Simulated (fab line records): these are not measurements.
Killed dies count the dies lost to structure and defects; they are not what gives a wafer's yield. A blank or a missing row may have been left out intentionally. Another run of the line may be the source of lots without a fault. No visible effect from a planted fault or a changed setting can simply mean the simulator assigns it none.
Which tool is to blame?    flow nand_harc    6 lots, 16 wafers sampled, at 4 steps of a route of 1302

WHAT EACH GAUGE READ, for each wafer
NHARC_A_ONON_D1_THK_MEAS_21: measures by ellipsometry.
lot   measured      on             thk_nm (nm)
L345  day 8 09:00   film_metro-02  998 997 997
L347  day 9 03:57   film_metro-02  1006 1008 1004
L349  day 10 07:16  film_metro-02  1003 1003 1003
L353  day 12 03:59  film_metro-02  988 988 988
L361  day 15 14:52  film_metro-02  1583 1583
L365  day 16 20:37  film_metro-01  1005 1004 1004

WHAT TOOL EACH LOT RAN ON (gives the tool, then ch and the chambers of the sampled wafers, and finally the start)
lot   NHARC_P_BONDPAD_ETCH_12                        NHARC_P_BONDPAD_ANNEAL_28         NHARC_A_ONON_D1_DEP_19
L345  rie_diel-06 ch 2,3, day 7 00:49 or earlier     rtp_anneal-01 ch 0, day 7 00:49   pecvd_onon-01 ch 0, day 8 08:33
L347  rie_diel-05 ch 0,1,3, day 7 17:59 or earlier   rtp_anneal-02 ch 0, day 7 17:59   pecvd_onon-03 ch 0, day 9 03:26
L349  rie_diel-05 ch 1,2,3, day 8 20:04 or earlier   rtp_anneal-01 ch 0, day 8 20:04   pecvd_onon-03 ch 0, day 10 06:46
L353  rie_diel-06 ch 0,2, day 10 12:37 or earlier    rtp_anneal-02 ch 0, day 10 12:37  pecvd_onon-03 ch 0, day 12 03:31
L361  rie_diel-04 ch 0, day 14 02:14 or earlier      rtp_anneal-01 ch 0, day 14 02:14  pecvd_onon-03 ch 0, day 15 14:38
L365  rie_diel-05 ch 0,2,3, day 15 07:34 or earlier  rtp_anneal-02 ch 0, day 15 07:34  pecvd_onon-04 ch 0, day 16 20:14
- NHARC_P_BONDPAD_ETCH_12: etches the open film in CHF3/O2, target depth 200 nm, time 100 s.
- NHARC_P_BONDPAD_ANNEAL_28: time 90 s.
- NHARC_A_ONON_D1_DEP_19: target thk 1000 nm.

THE ANSWER, worked out from the rows above alone
Rule: the lots themselves supply what counts as usual. The widest of any qualifying gaps counts: lots, ordered by their means at a reading, are off when they make up no more than a third of the lots, leave a main group of 4 or more, and stand apart from it by 3 or more times the standard deviation of that group's means. If all means in a main group match to the digits the tables above print for the reading, that group is not used. Also off: a lot with no number at a reading for which 4 or more lots have one. All remaining lots with rows at the step are treated as sound.
Off at NHARC_A_ONON_D1_THK_MEAS_21 (thk_nm): L361. Mean 1000 nm and standard deviation 6.6 in the main group.
A tool fits if, at a process step before that reading, it ran every lot that is off, and no sound lot after the first of them. Those tools and the gauges at NHARC_A_ONON_D1_THK_MEAS_21 are tried in the same way. NHARC_P_BONDPAD_ETCH_12 gives no start for some lots, so the hours and the order of its lots are those of NHARC_P_BONDPAD_ANNEAL_28. Can't be told from this: 4 tools fit, rie_diel-04 at NHARC_P_BONDPAD_ETCH_12, rtp_anneal-01 at NHARC_P_BONDPAD_ANNEAL_28, pecvd_onon-03 at NHARC_A_ONON_D1_DEP_19, film_metro-02 at NHARC_A_ONON_D1_THK_MEAS_21.

WHAT WAS PUT IN BY THE SIMULATOR
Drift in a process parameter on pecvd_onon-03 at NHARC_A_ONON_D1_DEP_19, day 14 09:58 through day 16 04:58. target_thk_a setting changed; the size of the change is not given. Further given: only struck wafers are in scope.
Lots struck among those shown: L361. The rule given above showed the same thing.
